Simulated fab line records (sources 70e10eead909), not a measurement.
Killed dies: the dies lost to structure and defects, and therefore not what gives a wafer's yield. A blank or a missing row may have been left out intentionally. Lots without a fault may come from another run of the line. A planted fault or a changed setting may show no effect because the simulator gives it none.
Problem report, 8D (eight disciplines) form, completed by code	flow nand-harc	the parts of the form that need people (team, actions taken, sign-off) are left out

## 1. PROBLEM STATEMENT
Wafers without a fault read 188.45 W, standard deviation 0.13; heater-power-total-W at NHARC_A_BLC_SOFTBAKE_05 reads a mean of 231.82 W on 6 wafers belonging to 2 lots. That is +99 or more standard deviations from the usual mean.
The step: time 55 s.
First observed at day 31 11:00: wafer L820.1, on litho-track-01. The record holds 36 wafers of 12 lots with a number at this step. Rule for "out", or "out of limits": more than 4 standard deviations from the usual mean. The rest of the wafers with a number are treated as sound.

## 2. WHAT THIS IS AND IS NOT
question	is	is not
which readings at this step	heater-power-total-W	-
which lots	L820, L821	L800, L804, L805, L807, L808, L809, L810, L814, L819, L822
which wafers of those lots	all that have a number	-
read on which tools	litho-track-01	litho-track-04, litho-track-06
when	from day 31 11:00	up to then (27 sound wafers); but 3 sound wafers of L822 came after

## 3. WHAT RULES OUT EACH SUSPECT
Counting: a tool stays on the suspect list if, at a process step up to the reading, it processed all lots that are out and no sound lot following the first of them.
- litho-track-01 at NHARC_A_BLC_SOFTBAKE_05 (time 55 s): kept. It ran every lot that is out, first L820 (day 31 11:00), and no sound lot after that; its last sound lot up to then is L819 (day 30 09:00). Its own readings are out on those wafers: heater-power-total-W.
Left after counting: litho-track-01 at NHARC_A_BLC_SOFTBAKE_05.

## 4. THE CAUSE (what the simulator had put in)
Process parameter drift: litho-track-01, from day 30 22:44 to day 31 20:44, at NHARC_A_BLC_SOFTBAKE_05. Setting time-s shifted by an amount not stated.
This tool alone remained once counting was done.

## 5. SEQUENCE OF EFFECTS, ordered by route
Each row: a reading whose mean over the struck wafers that have a number lies more than 3 standard deviations from the usual. Scope: only readings with a usual standard deviation given in the record; hours: median across lots of the time from each lot's start at the first step in this table that gives one to its start at this step; sigmas: change in usual standard deviations.
hours	step	reading	usual	on struck wafers	change	sigmas
0	NHARC_A_BLC_SOFTBAKE_05	heater-power-total-W	188.45 W	231.82	+43.37	+99 or more
Here are the process steps it includes:
- NHARC_A_BLC_SOFTBAKE_05: time 55 s.

## 6. WHAT WOULD HAVE CAUGHT IT SOONER
12 hours passed between the start of the fault at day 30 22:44 and the first reading out of limits in this record, taken at day 31 11:00.
